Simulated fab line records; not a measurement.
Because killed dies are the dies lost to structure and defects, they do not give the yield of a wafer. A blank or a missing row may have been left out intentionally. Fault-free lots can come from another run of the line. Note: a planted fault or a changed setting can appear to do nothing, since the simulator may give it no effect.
The tool behind it: which one? ; flow nandHarc ; 36 wafers from 12 lots sampled at 6 of the route's 1302 steps

WHAT THE GAUGES READ, wafer by wafer
NHARC_P_CONTACT_CD_MEAS_12: the cd target is 90 nm. Usual: cdNm reads 89.1 nm (standard deviation 0.77).
lot;measured;on;cdNm (nm);flag
L529;day 6 06:26;cdSem-01;88.3 88.0 88.5;
L530;day 6 14:37;cdSem-03;90.6 89.6 89.9;
L532;day 7 13:17;cdSem-03;89.8 89.4 89.3;
L533;day 7 23:02;cdSem-02;88.9 89.6 89.7;
L535;day 8 20:40;cdSem-02;88.8 88.2 88.6;
L538;day 10 07:52;cdSem-03;89.6 89.6 89.0;
L539;day 10 15:38;cdSem-03;88.7 87.9 88.8;
L544;day 12 12:50;cdSem-01;89.5 89.4 90.1;
L545;day 12 22:33;cdSem-03;89.7 88.4 89.2;
L546;day 13 13:25;cdSem-01;86.0 86.9 85.9;OFF
L547;day 14 01:02;cdSem-02;86.3 86.0 87.3;OFF
L550;day 15 06:58;cdSem-03;89.3 90.2 89.7;

NHARC_P_CONTACT_OVL_MEAS_13. Usual: overlayXNm -0.1 nm, standard deviation 0.77; overlayYNm -0.1 nm, standard deviation 0.86.
lot;measured;on;overlayXNm (nm);overlayYNm (nm);flag
L529;day 6 06:32;overlay-01;0.4 0.0 0.6;-0.6 -0.1 -0.9;
L530;day 6 14:42;overlay-01;-0.3 0.4 -0.7;-0.6 0.1 -0.4;
L532;day 7 13:22;overlay-01;-0.3 -0.4 -0.6;0.9 1.3 0.8;
L533;day 7 23:07;overlay-02;-0.2 0.4 0.4;-0.3 -1.1 -0.9;
L535;day 8 20:46;overlay-01;-1.5 -0.5 -0.5;1.5 1.2 1.7;
L538;day 10 07:57;overlay-01;0.9 0.7 0.2;-0.4 0.0 -0.8;
L539;day 10 15:43;overlay-01;1.3 1.0 1.1;0.0 0.4 0.1;
L544;day 12 12:55;overlay-01;0.2 0.6 1.0;-0.6 -0.2 -0.4;
L545;day 12 22:38;overlay-02;0.2 0.5 0.5;0.2 0.0 0.2;
L546;day 13 13:31;overlay-02;-1.2 -1.3 -1.3;2.2 2.0 1.5;
L547;day 14 01:07;overlay-01;0.8 1.5 0.9;0.2 0.1 0.2;
L550;day 15 07:03;overlay-02;0.1 -0.4 -0.4;0.0 0.1 0.2;

NHARC_END_SORT_01. Usual: killedAtArray 59, standard deviation 21; killedAtOther 0.8, standard deviation 1.1; killedAtPeriphery 4.1, standard deviation 2.8; killedDies 64, standard deviation 20; killedOpen 3.1, standard deviation 1.7; killedShort 2.4, standard deviation 1.6.
lot;measured;on;killedAtArray;killedAtOther;killedAtPeriphery;killedDies;killedOpen;killedShort;flag
L529;day 24 10:11;prober-01;73 74 70;0 0 0;3 3 6;76 77 76;2 5 1;0 2 4;
L530;day 25 18:33;prober-01;39 36 50;0 0 0;1 2 4;40 38 54;2 2 4;1 3 2;
L532;day 25 19:19;prober-02;98 98 61;2 2 3;2 1 2;102 101 66;6 4 3;1 1 4;
L533;day 26 10:02;prober-02;84 76 82;2 1 1;0 1 2;86 78 85;5 1 3;2 2 1;
L535;day 27 03:35;prober-01;35 27 20;0 0 2;2 4 4;37 31 26;5 2 1;2 4 3;
L538;day 28 18:43;prober-02;33 47 42;2 3 1;5 4 1;40 54 44;3 3 1;1 0 4;
L539;day 29 09:03;prober-01;35 43 42;3 2 0;7 5 8;45 50 50;5 6 5;5 5 4;
L544;day 31 01:37;prober-02;72 93 99;0 0 1;9 4 7;81 97 107;2 1 2;0 0 3;
L545;day 31 23:28;prober-02;43 53 58;1 0 0;5 4 7;49 57 65;4 4 6;2 4 4;
L546;day 32 01:07;prober-01;25 30 37;2 0 2;7 5 8;34 35 47;4 3 6;3 3 4;
L547;day 32 18:07;prober-01;73 94 70;0 1 1;4 0 0;77 95 71;4 2 3;2 4 1;
L550;day 33 15:13;prober-02;46 64 56;0 0 0;3 1 4;49 65 60;3 2 4;1 1 3;

WHICH TOOL RAN EACH LOT (tool, then ch and the chambers of the sampled wafers, then the start)
lot;NHARC_P_CONTACT_DEP_00;NHARC_P_CONTACT_PEB_10;NHARC_P_CONTACT_ETCH_36
L529;pecvd-02 ch 0,1, day 6 06:22 or earlier;lithoTrack-06 ch 0, day 6 06:22;rieDiel-11 ch 1,2,3, day 24 10:11 or earlier
L530;pecvd-04 ch 0,2, day 6 14:32 or earlier;lithoTrack-01 ch 0, day 6 14:32;rieDiel-11 ch 0,2,3, day 25 18:33 or earlier
L532;pecvd-02 ch 0,1, day 7 13:12 or earlier;lithoTrack-04 ch 0, day 7 13:12;rieDiel-01 ch 1,2,3, day 25 19:19 or earlier
L533;pecvd-01 ch 0,1, day 7 22:56 or earlier;lithoTrack-04 ch 0, day 7 22:56;rieDiel-06 ch 0,2,3, day 26 10:02 or earlier
L535;pecvd-04 ch 0,1,2, day 8 20:35 or earlier;lithoTrack-06 ch 0, day 8 20:35;rieDiel-06 ch 0,2, day 27 03:35 or earlier
L538;pecvd-02 ch 0,1,2, day 10 07:47 or earlier;lithoTrack-04 ch 0, day 10 07:47;rieDiel-11 ch 0,2,3, day 28 18:43 or earlier
L539;pecvd-01 ch 0,1, day 10 15:33 or earlier;lithoTrack-04 ch 0, day 10 15:33;rieDiel-06 ch 0,1,3, day 29 09:03 or earlier
L544;pecvd-02 ch 1,2, day 12 12:45 or earlier;lithoTrack-01 ch 0, day 12 12:45;rieDiel-11 ch 1,2,3, day 31 01:37 or earlier
L545;pecvd-02 ch 0,2, day 12 22:28 or earlier;lithoTrack-06 ch 0, day 12 22:28;rieDiel-11 ch 0,1,2, day 31 23:28 or earlier
L546;pecvd-04 ch 0,1,2, day 13 13:20 or earlier;lithoTrack-06 ch 0, day 13 13:20;rieDiel-01 ch 0,2, day 32 01:07 or earlier
L547;pecvd-02 ch 0,2, day 14 00:56 or earlier;lithoTrack-06 ch 0, day 14 00:56;rieDiel-01 ch 0,2,3, day 32 18:07 or earlier
L550;pecvd-02 ch 0,1,2, day 15 06:53 or earlier;lithoTrack-01 ch 0, day 15 06:53;rieDiel-01 ch 2,3, day 33 15:13 or earlier
- NHARC_P_CONTACT_DEP_00: deposits SiO2, target thk 500 nm.
- NHARC_P_CONTACT_PEB_10: peb time 65 s.
- NHARC_P_CONTACT_ETCH_36: etches the open film in N2/H2, target depth 260 nm, time 406.25 s.

WHAT THE TOOLS THEMSELVES READ (means of the sampled wafers that have a number; where no wafer has one, the mark that the record gives instead)
NHARC_P_CONTACT_DEP_00. Usual: heaterPowerW 566 W, standard deviation 98; throttleValvePct 16.0 %, standard deviation 0.72.
lot;tool;heaterPowerW (W);throttleValvePct (%);flag
L529;pecvd-02;550;16.7;
L530;pecvd-04;520;15.7;
L532;pecvd-02;543;16.8;
L533;pecvd-01;640;16.2;
L535;pecvd-04;534;15.8;
L538;pecvd-02;572;15.9;
L539;pecvd-01;508;16.2;
L544;pecvd-02;574;15.5;
L545;pecvd-02;518;15.8;
L546;pecvd-04;561;16.0;
L547;pecvd-02;572;15.8;
L550;pecvd-02;498;16.0;

NHARC_P_CONTACT_PEB_10. Usual: heaterPowerTotalW reads 156.6 W (standard deviation 0.43).
lot;tool;heaterPowerTotalW (W);flag
L529;lithoTrack-06;156.4;
L530;lithoTrack-01;156.4;
L532;lithoTrack-04;156.1;
L533;lithoTrack-04;156.9;
L535;lithoTrack-06;156.8;
L538;lithoTrack-04;156.5;
L539;lithoTrack-04;157.0;
L544;lithoTrack-01;156.8;
L545;lithoTrack-06;156.3;
L546;lithoTrack-06;162.0;OFF
L547;lithoTrack-06;162.3;OFF
L550;lithoTrack-01;156.6;

NHARC_P_CONTACT_ETCH_36. Usual: chamberPressureMTorr 30.000 mTorr, standard deviation 0.029; drypumpMotorCurrentA 5.9 A, standard deviation 0.41; oesProductAu 0.996 a.u., standard deviation 0.014; rfVppV 430.9 V, standard deviation 2.6; showerheadPlenumPTorr 2.05 Torr, standard deviation 0.092; throttleValvePct 14.171 %, standard deviation 0.0091.
lot;tool;chamberPressureMTorr (mTorr);drypumpMotorCurrentA (A);oesProductAu (a.u.);rfVppV (V);showerheadPlenumPTorr (Torr);throttleValvePct (%);flag
L529;rieDiel-11;30.015;6.2;1.002;430.9;2.09;14.174;
L530;rieDiel-11;29.982;6.0;1.000;431.7;2.08;14.171;
L532;rieDiel-01;30.000;5.8;0.995;431.6;2.08;14.170;
L533;rieDiel-06;29.996;6.0;0.995;432.1;2.08;14.170;
L535;rieDiel-06;29.993;5.7;0.988;433.0;2.13;14.176;
L538;rieDiel-11;30.019;6.0;0.996;430.8;2.08;14.173;
L539;rieDiel-06;29.978;5.8;0.985;430.8;2.05;14.179;
L544;rieDiel-11;30.002;6.2;0.986;431.5;2.09;14.172;
L545;rieDiel-11;30.005;6.2;0.994;429.1;2.01;14.175;
L546;rieDiel-01;30.010;5.7;1.011;430.6;2.03;14.170;
L547;rieDiel-01;30.016;5.6;1.000;430.4;2.01;14.165;
L550;rieDiel-01;30.006;5.5;0.995;431.4;2.06;14.172;

THE ANSWER, worked out from the rows above alone
Rule: a lot is off if the mean of its wafers that have a number lies more than 3 standard deviations from the usual mean. A lot without any number at a reading at which 4 lots or more have one is off too. All remaining lots with rows at the step are treated as sound. The gauges are gone through in route order, then the tools' own readings, and for those a lot's mean is taken as printed above. The first step at which some lot is off is used, and at that step the reading that is off furthest; a lot without a number counts as furthest.
Off, at NHARC_P_CONTACT_CD_MEAS_12 on cdNm: L546, L547.
If a tool, at a process step before that reading, ran all the lots that are off and no sound lot after the first of them, it fits. The gauges at NHARC_P_CONTACT_CD_MEAS_12 aren't tried: what is off there is off at NHARC_P_CONTACT_PEB_10 too, on other tools, and a gauge's error can't cause that. With no start given for some of its lots, NHARC_P_CONTACT_DEP_00 uses the hours and lot order of NHARC_P_CONTACT_PEB_10. One fits: NHARC_P_CONTACT_PEB_10 on lithoTrack-06. A fault onset in the window from L545 (day 12 22:28, its last sound lot) to L546 (day 13 13:20, its first lot off) fits.
On the lots that are off, the tool's own readings at NHARC_P_CONTACT_PEB_10 differ by more than 5 times the standard deviation of the sound lots' means, which bears it out; heaterPowerTotalW reads 162.2 W there versus 156.6 W on the sound lots.

WHAT THE SIMULATOR HAD PUT IN
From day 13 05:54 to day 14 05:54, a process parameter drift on lithoTrack-06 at NHARC_P_CONTACT_PEB_10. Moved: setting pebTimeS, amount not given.
Struck lots among those shown: L546, L547. This agrees with what the rule above found.
